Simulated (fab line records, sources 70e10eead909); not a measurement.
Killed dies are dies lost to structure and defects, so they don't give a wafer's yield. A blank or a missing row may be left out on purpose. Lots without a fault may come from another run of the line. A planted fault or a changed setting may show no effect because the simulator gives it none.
Which tool did it? | flow nand_harc | 12 lots, 36 wafers sampled, at 4 steps of a route of 1159

WHAT THE GAUGES READ, wafer by wafer
The record holds no reading of a measuring or inspecting step that can be judged against a usual standard deviation.

WHICH TOOL RAN EACH LOT (tool, then ch and the chambers of the sampled wafers, then the start)
lot  | NHARC_A_SGD_CUT_ETCH_59                       | NHARC_A_SGD_CUT_ETCHBACK_24        | NHARC_A_WL_FILL_ETCHBACK_04       | NHARC_A_WL_FILL_ETCHBACK_16
L935 | rie_diel-10 ch 0,2,3, day 14 07:51 or earlier | rie_diel-11 ch 2,3, day 14 07:51   | rie_metal-02 ch 0,1, day 15 04:13 | rie_diel-05 ch 1,2,3, no start
L936 | rie_diel-11 ch 2,3, day 14 07:56 or earlier   | rie_diel-08 ch 1,2, day 14 07:56   | rie_metal-01 ch 0,1, day 15 06:23 | rie_diel-06 ch 0,1,3, no start
L938 | rie_diel-10 ch 0,1, day 15 01:19 or earlier   | rie_diel-10 ch 0,2, day 15 01:19   | rie_metal-03 ch 0,1, day 15 20:28 | rie_diel-05 ch 1,2,3, no start
L947 | rie_diel-08 ch 0,1,3, day 17 13:11 or earlier | rie_diel-11 ch 0,1, day 17 13:11   | rie_metal-02 ch 0,1, day 18 13:11 | rie_diel-06 ch 0,1,3, no start
L948 | rie_diel-11 ch 0,2,3, day 17 13:11 or earlier | rie_diel-08 ch 0,1,3, day 17 13:11 | rie_metal-01 ch 0,1, day 18 13:16 | rie_diel-06 ch 0,2,3, no start
L950 | rie_diel-11 ch 0,2,3, day 18 10:58 or earlier | rie_diel-08 ch 1,3, day 18 10:58   | rie_metal-01 ch 0,1, day 19 06:10 | rie_diel-13 ch 0,3, no start
L949 | rie_diel-10 ch 0,1,2, day 18 10:55 or earlier | rie_diel-10 ch 2,3, day 18 10:55   | rie_metal-03 ch 0,1, day 19 05:55 | rie_diel-06 ch 0,2, no start
L952 | rie_diel-10 ch 2,3, day 18 18:39 or earlier   | rie_diel-11 ch 1,2, day 18 18:39   | rie_metal-03 ch 0,1, day 19 14:44 | rie_diel-06 ch 0,1,2, no start
L953 | rie_diel-11 ch 0,2,3, day 19 00:25 or earlier | rie_diel-08 ch 0,1,2, day 19 00:25 | rie_metal-03 ch 0,1, day 19 19:21 | rie_diel-06 ch 0,1,3, no start
L954 | rie_diel-10 ch 0,2,3, day 19 12:22 or earlier | rie_diel-08 ch 0,1,2, day 19 12:22 | rie_metal-03 ch 0,1, day 20 11:38 | rie_diel-13 ch 1,2, no start
L955 | rie_diel-11 ch 2,3, day 19 12:23 or earlier   | rie_diel-10 ch 1,2,3, day 19 12:23 | rie_metal-01 ch 0, day 20 08:58   | rie_diel-06 ch 0,2,3, no start
L958 | rie_diel-10 ch 1,2, day 19 23:10 or earlier   | rie_diel-11 ch 0,3, day 19 23:10   | rie_metal-03 ch 0,1, day 20 20:44 | rie_diel-05 ch 0,2,3, no start
- NHARC_A_SGD_CUT_ETCH_59: etches the open film in N2/H2, target depth 260 nm, time 406.25 s.
- NHARC_A_SGD_CUT_ETCHBACK_24: etches the open film in CH3F/O2, target depth 50 nm, time 92.857 s.
- NHARC_A_WL_FILL_ETCHBACK_04: etches the open film in NF3, target depth 60 nm, time 120 s.
- NHARC_A_WL_FILL_ETCHBACK_16: etches the open film in C4F8/O2/Ar, target depth 88 nm, time 17.6 s.

WHAT THE TOOLS THEMSELVES READ (means of the sampled wafers that have a number; where no wafer has one, the mark that the record gives instead)
NHARC_A_SGD_CUT_ETCH_59. Usual: drypump_motor_current_A 5.7 A, standard deviation 0.33; oes_product_au 0.999 a.u., standard deviation 0.0084; rf_vpp_V 431.0 V, standard deviation 3; showerhead_plenum_p_Torr 2.05 Torr, standard deviation 0.1; throttle_valve_pct 14.171 %, standard deviation 0.0083.
lot  | tool        | drypump_motor_current_A (A) | oes_product_au (a.u.) | rf_vpp_V (V) | showerhead_plenum_p_Torr (Torr) | throttle_valve_pct (%) | flag
L935 | rie_diel-10 | 5.7                         | 0.995                 | 431.6        | 2.09                            | 14.173                 |
L936 | rie_diel-11 | 5.6                         | 1.003                 | 428.4        | 1.96                            | 14.167                 |
L938 | rie_diel-10 | 5.8                         | 1.006                 | 432.4        | 2.10                            | 14.164                 |
L947 | rie_diel-08 | 5.9                         | 0.997                 | 430.7        | 2.06                            | 14.168                 |
L948 | rie_diel-11 | 5.6                         | 0.999                 | 428.2        | 1.96                            | 14.174                 |
L950 | rie_diel-11 | 5.6                         | 1.001                 | 427.7        | 1.95                            | 14.174                 |
L949 | rie_diel-10 | 5.9                         | 1.003                 | 431.7        | 2.11                            | 14.168                 |
L952 | rie_diel-10 | 5.6                         | 0.999                 | 433.3        | 2.14                            | 14.169                 |
L953 | rie_diel-11 | 5.6                         | 0.994                 | 428.4        | 1.95                            | 14.166                 |
L954 | rie_diel-10 | 5.7                         | 1.000                 | 431.5        | 2.09                            | 14.169                 |
L955 | rie_diel-11 | 5.6                         | 1.005                 | 428.3        | 1.96                            | 14.175                 |
L958 | rie_diel-10 | 6.0                         | 0.998                 | 434.9        | 2.18                            | 14.172                 |

NHARC_A_SGD_CUT_ETCHBACK_24. Usual: ch3f_flow_sccm 49.98 sccm, standard deviation 0.16; drypump_motor_current_A 5.7 A, standard deviation 0.33; oes_product_au 0.983 a.u., standard deviation 0.03; rf_vpp_V 244.3 V, standard deviation 1.7; showerhead_plenum_p_Torr 2.45 Torr, standard deviation 0.11; throttle_valve_pct 20.663 %, standard deviation 0.0094.
lot  | tool        | ch3f_flow_sccm (sccm) | drypump_motor_current_A (A) | oes_product_au (a.u.) | rf_vpp_V (V) | showerhead_plenum_p_Torr (Torr) | throttle_valve_pct (%) | flag
L935 | rie_diel-11 | 50.00                 | 5.7                         | 1.000                 | 242.2        | 2.37                            | 20.667                 |
L936 | rie_diel-08 | 50.01                 | 5.3                         | 1.002                 | 245.7        | 2.57                            | 20.659                 |
L938 | rie_diel-10 | 50.05                 | 5.9                         | 0.936                 | 243.9        | 2.44                            | 20.660                 |
L947 | rie_diel-11 | 50.08                 | 5.7                         | 1.006                 | 241.9        | 2.35                            | 20.657                 |
L948 | rie_diel-08 | 49.91                 | 5.9                         | 0.993                 | 244.6        | 2.48                            | 20.659                 |
L950 | rie_diel-08 | 49.84                 | 6.1                         | 0.995                 | 244.5        | 2.48                            | 20.660                 |
L949 | rie_diel-10 | 49.99                 | 5.9                         | 0.928                 | 245.5        | 2.60                            | 20.663                 |
L952 | rie_diel-11 | 49.97                 | 5.8                         | 0.974                 | 243.4        | 2.43                            | 20.664                 |
L953 | rie_diel-08 | 49.96                 | 5.5                         | 0.989                 | 246.2        | 2.52                            | 20.663                 |
L954 | rie_diel-08 | 50.08                 | 5.6                         | 0.992                 | 245.3        | 2.52                            | 20.659                 |
L955 | rie_diel-10 | 49.96                 | 5.8                         | 0.992                 | 246.2        | 2.60                            | 20.663                 |
L958 | rie_diel-11 | 50.01                 | 5.5                         | 0.996                 | 242.6        | 2.32                            | 20.668                 |

NHARC_A_WL_FILL_ETCHBACK_04. Usual: drypump_motor_current_A 5.8 A, standard deviation 0.45; oes_product_au 1.000 a.u., standard deviation 0.011.
lot  | tool         | drypump_motor_current_A (A) | oes_product_au (a.u.) | flag
L935 | rie_metal-02 | 6.0                         | 0.999                 |
L936 | rie_metal-01 | 5.5                         | 0.996                 |
L938 | rie_metal-03 | 6.1                         | 1.012                 |
L947 | rie_metal-02 | 6.0                         | 0.918                 | OFF
L948 | rie_metal-01 | 5.5                         | 1.010                 |
L950 | rie_metal-01 | 5.4                         | 1.002                 |
L949 | rie_metal-03 | 6.1                         | 1.007                 |
L952 | rie_metal-03 | 5.7                         | 0.997                 |
L953 | rie_metal-03 | 5.8                         | 1.003                 |
L954 | rie_metal-03 | 5.8                         | 0.994                 |
L955 | rie_metal-01 | 5.2                         | 0.993                 |
L958 | rie_metal-03 | 5.8                         | 1.004                 |

NHARC_A_WL_FILL_ETCHBACK_16. Usual: oes_product_au 0.992 a.u., standard deviation 0.02; rf_vpp_V 723 V, standard deviation 4.6.
lot  | tool        | oes_product_au (a.u.) | rf_vpp_V (V) | flag
L935 | rie_diel-05 | 0.996                 | 725          |
L936 | rie_diel-06 | 0.995                 | 720          |
L938 | rie_diel-05 | 0.997                 | 725          |
L947 | rie_diel-06 | 0.999                 | 720          |
L948 | rie_diel-06 | 0.997                 | 724          |
L950 | rie_diel-13 | 0.914                 | 724          | OFF
L949 | rie_diel-06 | 1.002                 | 725          |
L952 | rie_diel-06 | 0.969                 | 721          |
L953 | rie_diel-06 | 0.999                 | 720          |
L954 | rie_diel-13 | 0.992                 | 721          |
L955 | rie_diel-06 | 0.979                 | 725          |
L958 | rie_diel-05 | 1.002                 | 725          |

THE ANSWER, worked out from the rows above alone
Rule: a lot is off if the mean of its wafers that have a number lies more than 3 standard deviations from the usual mean. A lot without any number at a reading at which 4 lots or more have one is off too. The other lots that the step has rows for count as sound. The gauges are gone through in route order, then the tools' own readings, and for those a lot's mean is taken as printed above. The first step at which some lot is off is used, and at that step the reading that is off furthest; a lot without a number counts as furthest.
Off: L947, at NHARC_A_WL_FILL_ETCHBACK_04 (oes_product_au).
A tool fits if, at that step or a process step before it, it ran every lot that is off, and no sound lot after the first of them. NHARC_A_SGD_CUT_ETCH_59 gives no start for some lots, so the hours and the order of its lots are those of NHARC_A_SGD_CUT_ETCHBACK_24. Can't be told from this: 2 tools fit, rie_diel-08 at NHARC_A_SGD_CUT_ETCH_59, rie_metal-02 at NHARC_A_WL_FILL_ETCHBACK_04.

WHAT THE SIMULATOR HAD PUT IN
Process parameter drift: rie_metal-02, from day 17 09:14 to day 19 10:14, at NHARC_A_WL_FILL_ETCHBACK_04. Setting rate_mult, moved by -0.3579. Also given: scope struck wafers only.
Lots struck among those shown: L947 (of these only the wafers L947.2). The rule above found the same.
